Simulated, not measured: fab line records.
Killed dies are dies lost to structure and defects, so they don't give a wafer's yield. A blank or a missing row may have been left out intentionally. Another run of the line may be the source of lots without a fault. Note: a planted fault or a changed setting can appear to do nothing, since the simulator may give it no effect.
fab line records	flow nand_harc
[record] lots = 24	wafers = 72	last_day = 24
route steps=1159 shown A_CONTACT@884 A_BLC@977 A_M0@1004
lots that met no fault: taken from a fault-free run of the same line
start_h: hours from the record's opening day to when the first of the lot's shown wafers began	wait_h: hours elapsed since this lot's preceding step	" unchanged from the row above	L1.1+2: a row that stands for several wafers	- no value present, or no start provided	* or withheld: withheld	< > ~ a bound
route shown NAME@n: a module of which the file shows steps, and the number in the route of the first	usual: the fault-free wafers' mean and standard deviation	same: alike in all rows	chamber/n: place in a boat	sites: readings site by site	_std_site: how widely they spread, as a standard deviation	_edge_site: mean of outer sites minus mean of inner sites	radius_mm: for every site, how far away it sits from the centre of the wafer	mask NAME#n: copy n	behind: the last tool/chamber to shape the wafer	hold: reason for holding the lot/hours on hold/outcome of the hold	device: the transistor (n, p or np) that didn't switch	end of line: at the end of the route, the tests of the same wafers	a step with no rows: only its recipe	killed: at the first sort, the dies lost to defects and structure; wafer yield is something else	map: shows each die of a wafer: x if killed, . if not, _ if none is there
set.NAME: the setting that was run; set.NAME@STEP: the one run at that earlier step	model.NAME: the simulator's own value behind a step, which no gauge read
one table for each step of the route and one row for each wafer, over a sample of lots
services: the hour from which a tool's chamber was out of use, counted from the record's first day as start_h (under 0 if before that day), plus the number of hours and why
[[steps]]
[step NHARC_A_CONTACT_DEP_57]
[recipe] target_thk_a = 28000	temp_c = 400	material = aC
[usual] throttle_valve_pct = 35.001/0.0091
lot.wafer	tool	chamber	start_h	wait_h	throttle_valve_pct
L074.4	acl_dep-02	0	366.70	-	34.999
L074.5	"	0	"	"	35.002
L074.6	"	0	"	"	34.989
L077.1	acl_dep-02	0	392.41	-	35.011
L077.2	"	0	"	"	35.008
L077.4	"	0	"	"	35.017
L076.3	acl_dep-01	0	392.76	-	34.990
L076.5	"	0	"	"	34.994
L076.6	"	0	"	"	35.000
L075.1	acl_dep-02	0	398.12	-	35.001
L075.5	"	0	399.29	-	35.002
L075.6	"	0	"	"	35.009
L079.1	acl_dep-02	0	411.28	-	35.005
L079.2	"	0	"	"	35.008
L079.6	"	0	412.73	-	35.000
L078.4	acl_dep-02	0	417.39	-	34.990
L078.5	"	0	"	"	34.996
L078.6	"	0	"	"	35.001
L081.1	acl_dep-03	0	420.57	-	34.994
L081.2	"	0	"	"	34.999
L081.4	"	0	"	"	34.999
L080.3	acl_dep-02	0	433.99	-	35.001
L080.5	"	0	"	"	35.003
L080.6	"	0	"	"	35.009
L084.1	acl_dep-02	0	442.66	-	34.979
L084.2	"	0	"	"	35.014
L084.4	"	0	"	"	34.995
L082.4	acl_dep-01	0	443.19	-	35.012
L082.5	"	0	"	"	35.004
L082.6	"	0	"	"	35.003
L083.4	acl_dep-03	0	448.18	-	35.000
L083.5	"	0	"	"	34.988
L083.6	"	0	"	"	34.999
L085.2	acl_dep-01	0	448.50	-	34.994
L085.4	"	0	"	"	34.996
L085.6	"	0	"	"	35.022
L087.1	acl_dep-03	0	452.52	-	35.004
L087.5	"	0	453.65	-	34.998
L087.6	"	0	"	"	35.013
L089.4	acl_dep-01	0	454.49	-	35.028
L089.5	"	0	"	"	35.007
L089.6	"	0	"	"	35.006
L090.1	acl_dep-03	0	458.29	-	34.992
L090.4	"	0	"	"	34.999
L090.5	"	0	"	"	35.004
L086.1	acl_dep-01	0	459.67	-	34.994
L086.3	"	0	"	"	35.000
L086.6	"	0	"	"	34.998
L091.1	acl_dep-02	0	462.13	-	34.994
L091.3	"	0	"	"	34.993
L091.4	"	0	"	"	35.006
L088.1	acl_dep-03	0	464.99	-	34.993
L088.3	"	0	"	"	34.995
L088.6	"	0	"	"	35.016
L092.1	acl_dep-03	0	482.31	-	34.986
L092.2	"	0	"	"	35.012
L092.5	"	0	"	"	34.994
L093.1	acl_dep-03	0	488.29	-	34.993
L093.3	"	0	"	"	35.006
L093.4	"	0	"	"	34.990
L096.1	acl_dep-03	0	498.51	-	35.002
L096.2	"	0	"	"	34.983
L096.6	"	0	499.94	-	35.015
L094.1	acl_dep-02	0	505.35	-	35.006
L094.2	"	0	"	"	35.012
L094.4	"	0	"	"	35.002
L095.3	acl_dep-01	0	508.37	-	34.994
L095.4	"	0	"	"	35.013
L095.6	"	0	"	"	35.004
L097.1	acl_dep-02	0	514.01	-	34.997
L097.2	"	0	"	"	34.997
L097.4	"	0	"	"	35.002
[step NHARC_A_CONTACT_ETCH_132]
[recipe] source_w = withheld	pressure_mtorr = 20	bias_v = 1200	time_s = 156	target_depth_a = 9580	ar_flow_sccm = withheld	c4f8_flow_sccm = withheld	o2_flow_sccm = withheld	chemistry = C4F8/O2/Ar
lot.wafer	tool	chamber	start_h	wait_h	rf_hours_counter_h
L074.4	har_cap_etch-01	1	370.86	0.1	-
L074.5	"	1	"	"	-
L074.6	"	0	"	"	-
L077.1	har_cap_etch-03	0	397.37	0.1	84
L077.2	"	1	"	"	84
L077.4	"	1	"	"	-
L076.3	har_cap_etch-01	0	397.69	0.2	-
L076.6	"	1	"	"	-
L076.5	"	0	"	"	-
L075.1	har_cap_etch-02	1	403.25	0.1	13
L075.6	"	1	"	"	-
L075.5	"	0	"	"	-
L079.2	har_cap_etch-03	0	416.55	0.2	88
L079.1	"	1	"	"	88
L079.6	"	0	"	"	-
L078.4	har_cap_etch-01	1	421.59	0.1	-
L078.6	"	0	"	"	-
L078.5	"	1	"	"	-
L081.1	har_cap_etch-02	1	425.45	0.1	16
L081.2	"	0	"	"	16
L081.4	"	0	"	"	-
L080.3	har_cap_etch-01	0	438.34	0.1	-
L080.6	"	1	"	"	-
L080.5	"	0	"	"	-
L082.4	har_cap_etch-01	0	447.44	0.1	-
L082.5	"	0	"	"	-
L082.6	"	1	"	"	-
L084.1	har_cap_etch-03	1	448.09	0.2	93
L084.2	"	0	"	"	93
L084.4	"	0	"	"	-
L083.4	har_cap_etch-03	1	452.43	0.1	-
L083.5	"	0	"	"	-
L083.6	"	1	"	"	-
L085.2	har_cap_etch-01	1	453.86	0.1	73
L085.4	"	0	"	"	-
L085.6	"	0	"	"	-
L087.1	har_cap_etch-03	1	458.06	0.1	97
L087.5	"	1	"	"	-
L087.6	"	0	"	"	-
L089.4	har_cap_etch-02	0	458.66	0.1	-
L089.6	"	1	"	"	-
L089.5	"	0	"	"	-
L090.1	har_cap_etch-01	0	463.63	0.1	77
L090.4	"	1	"	"	-
L090.5	"	0	"	"	-
L086.1	har_cap_etch-02	1	464.66	0.1	25
L086.3	"	0	"	"	-
L086.6	"	0	"	"	-
L091.1	har_cap_etch-03	1	467.18	0.1	101
L091.4	"	1	"	"	-
L091.3	"	0	"	"	-
L088.1	har_cap_etch-01	1	469.86	0.1	79
L088.3	"	1	"	"	-
L088.6	"	0	"	"	-
L092.1	har_cap_etch-02	1	487.24	0.1	28
L092.2	"	0	"	"	28
L092.5	"	0	"	"	-
L093.1	har_cap_etch-03	1	493.14	0.1	104
L093.4	"	1	"	"	-
L093.3	"	0	"	"	-
L096.1	har_cap_etch-02	1	503.68	0.1	31
L096.2	"	0	"	"	31
L096.6	"	0	"	"	-
L094.1	har_cap_etch-03	0	510.19	0.1	106
L094.2	"	1	"	"	106
L094.4	"	1	"	"	-
L095.3	har_cap_etch-02	0	513.80	0.1	-
L095.4	"	1	"	"	-
L095.6	"	0	"	"	-
L097.1	har_cap_etch-03	1	519.47	0.1	109
L097.2	"	0	"	"	109
L097.4	"	1	"	"	-
[step NHARC_A_CONTACT_ETCH_91]
[recipe] target_depth_a = 400	over_etch_frac = 0.5	time_s = 85.7	ion_energy_ev = 120	ch3f_flow_sccm = 50	o2_flow_sccm = 30	ar_flow_sccm = 200	rf_w = 500	bias_w = 100	chemistry = CH3F/O2
[usual] drypump_motor_current_A = 5.9/0.34	oes_product_au = 0.96/0.038	rf_vpp_V = 244.4/1.5	showerhead_plenum_p_Torr = 2.46/0.093	throttle_valve_pct = 20.663/0.0088
lot.wafer	tool	chamber	start_h	wait_h	drypump_motor_current_A	oes_product_au	rf_hours_counter_h	rf_vpp_V	showerhead_plenum_p_Torr	throttle_valve_pct
L074.4	rie_diel-07	1	371.53	0.4	5.9	0.94	29	245.6	2.57	20.660
L074.6	"	0	"	"	5.6	0.92	-	244.5	2.51	20.660
L074.5	"	1	"	"	5.9	0.93	-	244.3	2.57	20.669
L077.2	rie_diel-06	3	398.10	0.5	6.0	0.92	53	245.7	2.56	20.659
L077.1	"	0	"	"	6.5	0.91	54	245.7	2.41	20.687
L077.4	"	1	"	"	6.0	0.93	56	247.2	2.64	20.655
L076.3	rie_diel-07	2	398.48	0.5	6.2	0.92	33	245.7	2.53	20.680
L076.5	"	3	"	"	6.2	0.94	-	242.2	2.34	20.662
L076.6	"	0	"	"	5.6	0.92	-	244.6	2.51	20.652
L075.1	rie_diel-02	1	403.97	0.5	5.4	1.00	23	242.7	2.37	20.670
L075.6	"	0	"	"	6.1	0.98	-	243.0	2.33	20.655
L075.5	"	1	"	"	5.4	1.00	-	243.2	2.37	20.653
L079.2	rie_diel-02	3	417.40	0.6	6.3	0.93	29	244.3	2.46	20.678
L079.1	"	1	"	"	5.4	0.91	27	244.9	2.37	20.661
L079.6	"	0	"	"	6.0	0.92	-	243.0	2.33	20.641
L078.4	rie_diel-02	3	422.25	0.4	6.3	1.01	31	244.1	2.46	20.649
L078.6	"	2	"	"	5.2	1.00	-	242.6	2.41	20.671
L078.5	"	3	"	"	6.3	1.01	-	245.7	2.46	20.672
L081.4	rie_diel-07	3	426.17	0.4	6.2	0.94	3	242.0	2.33	20.673
L081.1	"	0	"	"	5.6	0.92	3	245.1	2.51	20.667
L081.2	"	1	"	"	5.9	0.93	3	245.5	2.57	20.659
L080.3	rie_diel-06	2	438.97	0.4	5.5	1.02	6	244.7	2.49	20.664
L080.5	"	2	"	"	5.5	1.02	-	244.1	2.49	20.643
L080.6	"	3	"	"	6.0	1.01	-	246.2	2.55	20.672
L082.4	rie_diel-02	1	448.13	0.5	5.4	1.00	41	243.3	2.36	20.671
L082.6	"	3	"	"	6.3	1.00	-	244.1	2.46	20.678
L082.5	"	0	"	"	6.1	0.99	-	241.2	2.33	20.662
L084.1	rie_diel-07	3	448.96	0.6	6.2	0.92	7	243.8	2.33	20.658
L084.2	"	0	"	"	5.6	0.91	7	244.6	2.51	20.656
L084.4	"	1	"	"	5.9	0.92	7	246.2	2.57	20.662
L083.4	rie_diel-06	0	453.13	0.5	6.4	0.98	11	242.5	2.40	20.668
L083.6	"	2	"	"	5.5	0.99	-	245.5	2.48	20.668
L083.5	"	3	"	"	6.0	1.00	-	245.8	2.55	20.657
L085.2	rie_diel-07	0	454.58	0.5	5.6	0.93	9	245.2	2.51	20.660
L085.4	"	1	"	"	5.9	0.92	9	245.1	2.57	20.668
L085.6	"	0	"	"	5.6	0.92	-	245.0	2.51	20.651
L087.1	rie_diel-07	0	458.83	0.6	5.6	0.99	10	244.1	2.51	20.660
L087.5	"	1	"	"	5.9	1.00	-	245.1	2.57	20.652
L087.6	"	2	"	"	6.2	0.99	-	244.8	2.53	20.663
L089.4	rie_diel-07	1	459.35	0.4	5.9	0.93	11	245.7	2.57	20.662
L089.6	"	2	"	"	6.2	0.92	-	245.0	2.53	20.667
L089.5	"	3	"	"	6.2	0.94	-	243.2	2.33	20.679
L090.4	rie_diel-07	3	464.33	0.4	6.2	0.94	12	242.1	2.33	20.651
L090.1	"	1	"	"	5.9	0.93	13	245.7	2.57	20.674
L090.5	"	3	"	"	6.2	0.95	-	244.2	2.33	20.655
L086.1	rie_diel-02	0	465.36	0.5	6.1	0.92	52	242.3	2.32	20.649
L086.3	"	3	"	"	6.3	0.93	47	244.1	2.45	20.660
L086.6	"	0	"	"	6.1	0.91	-	243.6	2.32	20.664
L091.1	rie_diel-02	0	467.89	0.5	6.1	0.92	52	243.4	2.32	20.671
L091.4	"	1	"	"	5.4	0.92	49	243.9	2.36	20.664
L091.3	"	2	"	"	5.2	0.93	49	244.1	2.40	20.664
L088.3	rie_diel-02	0	470.57	0.4	6.1	0.93	53	241.5	2.32	20.675
L088.1	"	1	"	"	5.4	0.92	50	241.5	2.36	20.674
L088.6	"	3	"	"	6.3	0.94	-	244.3	2.45	20.678
L092.2	rie_diel-06	2	487.95	0.5	5.5	1.01	22	244.3	2.48	20.659
L092.1	"	3	"	"	6.0	1.00	25	244.6	2.54	20.657
L092.5	"	3	"	"	6.0	1.00	-	246.4	2.54	20.676
L093.3	rie_diel-06	1	493.85	0.4	6.0	1.01	26	243.9	2.62	20.654
L093.1	"	3	"	"	6.0	1.01	28	244.1	2.54	20.659
L093.4	"	2	"	"	5.4	1.00	-	244.4	2.48	20.664
L096.1	rie_diel-07	0	504.40	0.5	5.6	1.01	17	244.6	2.51	20.682
L096.2	"	1	"	"	5.9	1.01	19	247.3	2.57	20.659
L096.6	"	1	"	"	5.9	1.01	-	245.3	2.57	20.667
L094.4	rie_diel-07	3	510.90	0.4	6.2	0.94	18	243.5	2.33	20.662
L094.2	"	0	"	"	5.6	0.91	18	245.8	2.50	20.668
L094.1	"	1	"	"	5.9	0.94	20	247.8	2.56	20.671
L095.3	rie_diel-07	0	514.48	0.4	5.6	0.93	19	243.9	2.50	20.657
L095.4	"	1	"	"	5.9	0.93	20	245.3	2.56	20.660
L095.6	"	0	"	"	5.6	0.93	-	245.4	2.50	20.676
L097.1	rie_diel-07	1	520.18	0.5	5.9	1.02	22	245.7	2.56	20.664
L097.2	"	3	"	"	6.2	1.02	20	242.6	2.33	20.662
L097.4	"	0	"	"	5.7	0.99	20	245.1	2.50	20.647
[step NHARC_A_BLC_DESCUM_15]
[recipe] time_s = 3	o2_flow_sccm = 200	ar_flow_sccm = 0	bias_power_w = 0	chemistry = O2
[usual] drypump_motor_current_A = 5.8/0.48	oes_product_au = 0.996/0.01	rf_vpp_V = 57.8/0.93	showerhead_plenum_p_Torr = 1.91/0.077	throttle_valve_pct = 11.310/0.0086
lot.wafer	tool	chamber	start_h	wait_h	drypump_motor_current_A	oes_product_au	rf_hours_counter_h	rf_vpp_V	showerhead_plenum_p_Torr	throttle_valve_pct
L074.4	rie_diel-08	3	403.05	0.1	5.8	0.994	9	59.3	2.02	11.313
L074.5	"	2	"	"	5.0	0.993	-	58.2	2.00	11.302
L074.6	"	3	"	"	5.8	0.987	-	57.8	2.02	11.314
L077.1	rie_diel-08	1	416.07	0.1	6.2	0.986	10	59.1	1.92	11.306
L077.4	"	2	"	"	5.0	0.990	9	59.4	2.00	11.319
L077.2	"	3	"	"	5.8	0.984	10	57.6	2.02	11.309
L076.3	rie_diel-04	1	416.41	0.1	5.6	0.996	14	56.4	1.82	11.317
L076.5	"	2	"	"	5.4	1.000	-	58.1	1.96	11.321
L076.6	"	3	"	"	6.7	1.005	-	58.1	1.82	11.316
L075.1	rie_diel-08	3	420.77	0.1	5.8	0.990	11	58.5	2.02	11.316
L075.6	"	3	"	"	5.8	0.992	-	59.4	2.02	11.299
L075.5	"	0	"	"	6.1	0.983	-	56.6	1.91	11.299
L079.1	rie_diel-04	2	429.25	0.1	5.4	1.000	14	58.7	1.96	11.316
L079.2	"	0	"	"	5.9	1.014	14	57.2	1.83	11.302
L079.6	"	1	"	"	5.6	1.004	-	56.3	1.81	11.305
L078.4	rie_diel-04	0	438.98	0.1	5.9	0.999	15	58.4	1.83	11.329
L078.6	"	1	"	"	5.6	1.008	-	57.0	1.81	11.305
L078.5	"	2	"	"	5.4	1.000	-	59.1	1.96	11.299
L081.4	rie_diel-08	3	439.62	0.1	5.8	0.994	13	57.3	2.02	11.302
L081.1	"	0	"	"	6.1	0.979	12	58.6	1.91	11.304
L081.2	"	2	"	"	5.0	0.994	12	56.7	2.00	11.297
L080.3	rie_diel-04	3	454.32	0.1	6.6	0.998	16	56.4	1.82	11.316
L080.6	"	3	"	"	6.7	0.995	-	57.2	1.82	11.304
L080.5	"	0	"	"	5.9	1.012	-	57.3	1.83	11.299
L082.4	rie_diel-04	3	457.54	0.1	6.6	0.996	17	58.5	1.82	11.324
L082.6	"	2	"	"	5.4	1.002	-	57.3	1.96	11.301
L082.5	"	3	"	"	6.6	0.993	-	57.1	1.82	11.311
L084.1	rie_diel-04	0	462.71	0.1	5.9	0.995	18	57.9	1.83	11.305
L084.2	"	3	"	"	6.7	0.998	18	56.9	1.82	11.306
L084.4	"	0	"	"	5.9	1.001	-	56.9	1.83	11.302
L083.4	rie_diel-08	2	463.90	0.1	5.0	0.988	-	57.1	2.00	11.313
L083.6	"	0	"	"	6.2	0.975	-	57.8	1.91	11.304
L083.5	"	2	"	"	5.0	0.986	-	58.3	2.00	11.288
L085.2	rie_diel-08	3	465.79	0.1	5.8	0.991	14	58.6	2.02	11.303
L085.4	"	0	"	"	6.1	0.977	-	57.7	1.91	11.298
L085.6	"	2	"	"	5.0	0.984	-	57.9	2.00	11.308
L087.1	rie_diel-08	3	468.48	0.1	5.8	1.007	15	59.4	2.02	11.314
L087.6	"	2	"	"	5.0	0.994	-	59.0	2.00	11.312
L087.5	"	3	"	"	5.8	0.998	-	57.6	2.02	11.309
L089.4	rie_diel-10	2	469.77	0.1	6.4	0.996	44	57.5	1.95	11.306
L089.5	"	2	"	"	6.4	0.981	-	58.0	1.95	11.311
L089.6	"	3	"	"	6.0	0.990	-	59.7	2.06	11.319
L090.4	rie_diel-04	1	478.01	0.1	5.6	0.997	0	57.2	1.81	11.309
L090.1	"	0	"	"	5.9	0.984	0	57.8	1.83	11.299
L090.5	"	2	"	"	5.4	1.010	-	56.5	1.96	11.310
L091.3	rie_diel-08	0	494.78	0.1	6.1	1.002	0	56.6	1.91	11.311
L091.1	"	1	"	"	6.3	0.999	0	58.5	1.91	11.297
L091.4	"	3	"	"	5.8	1.000	0	59.1	2.02	11.311
L086.3	rie_diel-08	1	495.96	0.1	6.2	1.004	0	57.2	1.91	11.298
L086.1	"	3	"	"	5.8	0.994	0	58.9	2.02	11.318
L086.6	"	1	"	"	6.3	1.001	-	57.6	1.91	11.318
L088.3	rie_diel-04	1	496.70	0.1	5.6	0.998	2	57.7	1.81	11.312
L088.1	"	2	"	"	5.4	1.010	2	58.2	1.95	11.308
L088.6	"	0	"	"	5.9	0.974	-	57.1	1.83	11.312
L092.2	rie_diel-04	2	500.39	0.1	5.4	0.994	3	59.4	1.95	11.326
L092.1	"	3	"	"	6.6	1.004	4	56.9	1.81	11.312
L092.5	"	0	"	"	5.9	0.975	-	57.6	1.83	11.303
L093.1	rie_diel-08	0	506.40	0.1	6.1	1.004	3	59.3	1.91	11.329
L093.4	"	1	"	"	6.3	1.011	3	58.1	1.91	11.309
L093.3	"	3	"	"	5.8	0.989	2	59.4	2.02	11.328
L096.1	rie_diel-04	0	515.02	0.1	5.9	0.985	4	58.2	1.83	11.323
L096.2	"	1	"	"	5.6	1.015	4	58.2	1.81	11.326
L096.6	"	1	"	"	5.6	1.009	-	56.7	1.81	11.309
L094.4	rie_diel-04	3	522.00	0.1	6.6	0.996	6	57.6	1.81	11.312
L094.2	"	0	"	"	5.9	0.987	5	56.5	1.83	11.311
L094.1	"	2	"	"	5.4	1.008	6	57.7	1.95	11.319
L095.3	rie_diel-08	1	526.60	0.1	6.2	0.996	5	58.1	1.91	11.324
L095.4	"	2	"	"	5.0	0.990	4	57.7	1.99	11.322
L095.6	"	2	"	"	5.0	1.008	-	57.5	1.99	11.319
L097.2	rie_diel-08	0	529.07	0.1	6.1	0.992	5	58.2	1.91	11.310
L097.1	"	1	"	"	6.2	1.002	5	58.7	1.91	11.317
L097.4	"	2	"	"	5.0	1.009	5	60.1	1.99	11.294
[step NHARC_A_M0_CD_MEAS_09]
[recipe] target_cd_nm = 80	landing_energy_ev = 500
[usual] cd_nm = 80.4/0.6
lot.wafer	tool	chamber	start_h	wait_h	cd_nm
L074.4	cd_sem-02	0	415.60	-	79.3
L074.5	"	0	"	"	80.0
L074.6	"	0	"	"	80.0
L077.1	cd_sem-02	0	423.25	-	81.4
L077.2	"	0	"	"	81.0
L077.4	"	0	"	"	80.1
L076.3	cd_sem-03	0	424.13	-	81.1
L076.5	"	0	"	"	80.5
L076.6	"	0	"	"	79.7
L075.1	cd_sem-01	0	428.81	-	80.0
L075.5	"	0	"	"	80.4
L075.6	"	0	"	"	81.2
L079.1	cd_sem-01	0	439.49	-	80.6
L079.2	"	0	"	"	80.3
L079.6	"	0	"	"	80.4
L078.4	cd_sem-01	0	444.64	-	80.0
L078.5	"	0	"	"	80.5
L078.6	"	0	"	"	80.1
L081.1	cd_sem-03	0	445.07	-	79.7
L081.2	"	0	"	"	79.5
L081.4	"	0	"	"	79.5
L080.3	cd_sem-02	0	458.18	-	80.6
L080.5	"	0	"	"	80.6
L080.6	"	0	"	"	79.8
L082.4	cd_sem-02	0	463.20	-	80.7
L082.5	"	0	"	"	81.2
L082.6	"	0	"	"	80.9
L084.1	cd_sem-03	0	466.75	-	80.7
L084.2	"	0	"	"	81.1
L084.4	"	0	"	"	80.8
L083.4	cd_sem-02	0	469.60	-	81.4
L083.5	"	0	"	"	80.5
L083.6	"	0	"	"	81.1
L085.2	cd_sem-02	0	469.93	-	81.2
L085.4	"	0	"	"	81.1
L085.6	"	0	"	"	80.7
L087.1	cd_sem-03	0	472.45	-	81.4
L087.5	"	0	"	"	81.9
L087.6	"	0	"	"	80.3
L089.4	cd_sem-02	0	473.73	-	80.3
L089.5	"	0	"	"	80.5
L089.6	"	0	"	"	80.5
L090.1	cd_sem-03	0	495.37	-	80.5
L090.4	"	0	"	"	79.9
L090.5	"	0	"	"	81.4
L091.1	cd_sem-03	0	500.66	-	80.3
L091.3	"	0	"	"	79.7
L091.4	"	0	"	"	80.6
L086.1	cd_sem-01	0	505.14	-	80.2
L086.3	"	0	"	"	79.0
L086.6	"	0	"	"	80.3
L088.1	cd_sem-03	0	505.32	-	80.2
L088.3	"	0	"	"	81.0
L088.6	"	0	"	"	81.6
L092.1	cd_sem-03	0	506.17	-	81.5
L092.2	"	0	"	"	80.2
L092.5	"	0	"	"	80.7
L093.1	cd_sem-03	0	510.84	-	80.6
L093.3	"	0	"	"	80.9
L093.4	"	0	"	"	80.1
L096.1	cd_sem-02	0	521.30	-	80.3
L096.2	"	0	"	"	80.5
L096.6	"	0	"	"	80.0
L094.1	cd_sem-02	0	526.60	-	79.8
L094.2	"	0	"	"	80.1
L094.4	"	0	"	"	79.8
L095.3	cd_sem-03	0	534.20	-	80.5
L095.4	"	0	"	"	80.5
L095.6	"	0	"	"	80.2
L097.1	cd_sem-03	0	535.38	-	79.9
L097.2	"	0	"	"	79.5
L097.4	"	0	"	"	79.5
[step NHARC_A_M0_OVL_MEAS_10]
[recipe] pitch_nm = 160
[usual] overlay_x_nm = 0.1/0.9	overlay_y_nm = 0.5/0.93
lot.wafer	tool	chamber	start_h	wait_h	overlay_x_nm	overlay_y_nm
L074.4	overlay-02	-	415.69	-	2.2	0.6
L074.5	"	-	"	"	2.1	1.0
L074.6	"	-	"	"	2.3	0.9
L077.1	overlay-02	-	423.34	-	-0.4	2.0
L077.2	"	-	"	"	-0.1	1.7
L077.4	"	-	"	"	-0.1	2.1
L076.3	overlay-02	-	424.21	-	-0.4	0.7
L076.5	"	-	"	"	-1.4	1.1
L076.6	"	-	"	"	-1.2	0.5
L075.1	overlay-02	-	428.89	-	1.0	1.6
L075.5	"	-	"	"	0.5	1.5
L075.6	"	-	"	"	0.8	1.7
L079.1	overlay-02	-	439.59	-	0.5	0.9
L079.2	"	-	"	"	0.7	0.5
L079.6	"	-	"	"	0.5	0.7
L078.4	overlay-01	-	444.72	-	-0.2	0.8
L078.5	"	-	"	"	0.0	0.6
L078.6	"	-	"	"	-0.4	0.6
L081.1	overlay-01	-	445.16	-	-0.2	1.3
L081.2	"	-	"	"	0.4	0.6
L081.4	"	-	"	"	0.5	0.8
L080.3	overlay-02	-	458.26	-	1.0	-0.1
L080.5	"	-	"	"	0.8	0.1
L080.6	"	-	"	"	0.3	0.2
L082.4	overlay-01	-	463.29	-	2.4	-0.1
L082.5	"	-	"	"	2.2	-0.1
L082.6	"	-	"	"	2.1	-0.1
L084.1	overlay-02	-	466.84	-	-0.9	1.8
L084.2	"	-	"	"	-0.4	1.8
L084.4	"	-	"	"	-0.4	1.5
L083.4	overlay-01	-	469.68	-	0.0	-2.1
L083.5	"	-	"	"	0.2	-2.2
L083.6	"	-	"	"	-0.4	-1.1
L085.2	overlay-02	-	470.02	-	-0.4	-0.1
L085.4	"	-	"	"	-0.5	0.2
L085.6	"	-	"	"	-1.4	0.2
L087.1	overlay-02	-	472.54	-	0.3	0.1
L087.5	"	-	"	"	-0.4	0.1
L087.6	"	-	"	"	0.2	0.8
L089.4	overlay-01	-	473.81	-	-0.2	-0.8
L089.5	"	-	"	"	-1.2	-0.6
L089.6	"	-	"	"	-0.2	-1.0
L090.1	overlay-02	-	495.45	-	0.2	0.3
L090.4	"	-	"	"	0.1	-0.3
L090.5	"	-	"	"	-0.1	0.0
L091.1	overlay-01	-	500.77	-	-0.7	-0.7
L091.3	"	-	"	"	-0.2	-0.2
L091.4	"	-	"	"	-0.2	0.2
L086.1	overlay-02	-	505.23	-	-0.2	1.5
L086.3	"	-	"	"	-0.1	1.9
L086.6	"	-	"	"	-0.1	1.4
L088.1	overlay-02	-	505.41	-	0.5	1.1
L088.3	"	-	"	"	0.6	1.0
L088.6	"	-	"	"	0.9	1.4
L092.1	overlay-01	-	506.26	-	-0.4	0.9
L092.2	"	-	"	"	-0.2	0.3
L092.5	"	-	"	"	-0.6	0.7
L093.1	overlay-01	-	510.93	-	0.0	0.6
L093.3	"	-	"	"	-0.1	0.1
L093.4	"	-	"	"	0.2	0.8
L096.1	overlay-01	-	521.39	-	0.9	0.9
L096.2	"	-	"	"	0.7	1.6
L096.6	"	-	"	"	0.4	1.4
L094.1	overlay-02	-	526.68	-	-1.1	0.0
L094.2	"	-	"	"	-1.7	0.2
L094.4	"	-	"	"	-1.4	-0.3
L095.3	overlay-01	-	534.28	-	-1.0	-0.2
L095.4	"	-	"	"	-1.3	0.0
L095.6	"	-	"	"	-1.7	-0.5
L097.1	overlay-02	-	535.47	-	0.1	-0.7
L097.2	"	-	"	"	-0.3	-1.1
L097.4	"	-	"	"	0.0	-0.8
[[services]]
tool	chamber	start_h	hours	kind
acl_dep-02	-	351.60	13.0	pm
rie_diel-04	-	354.03	0.4	repair
rie_diel-08	2	372.56	9.2	repair
rie_diel-08	1	385.48	2.0	repair
rie_diel-04	-	388.29	0.5	repair
rie_diel-06	-	390.24	1.4	repair
har_cap_etch-01	-	394.75	0.2	repair
rie_diel-07	-	405.20	9.0	pm
acl_dep-03	-	407.01	13.0	pm
rie_diel-06	-	418.43	9.0	pm
rie_diel-04	1	423.46	4.2	repair
rie_diel-02	3	427.16	5.2	repair
rie_diel-04	3	428.64	5.6	repair
rie_diel-07	0	439.06	1.8	repair
rie_diel-08	3	458.38	6.1	repair
rie_diel-04	2	461.82	12.0	repair
rie_diel-08	1	462.88	10.4	repair
rie_diel-04	-	465.93	9.0	pm
acl_dep-01	-	467.59	6.0	repair
acl_dep-01	-	477.07	13.0	pm
rie_diel-08	-	479.85	9.0	pm
rie_diel-07	2	495.11	1.8	repair
rie_diel-02	-	506.09	9.0	pm
har_cap_etch-03	-	506.98	0.5	repair
[[key]]
fault none
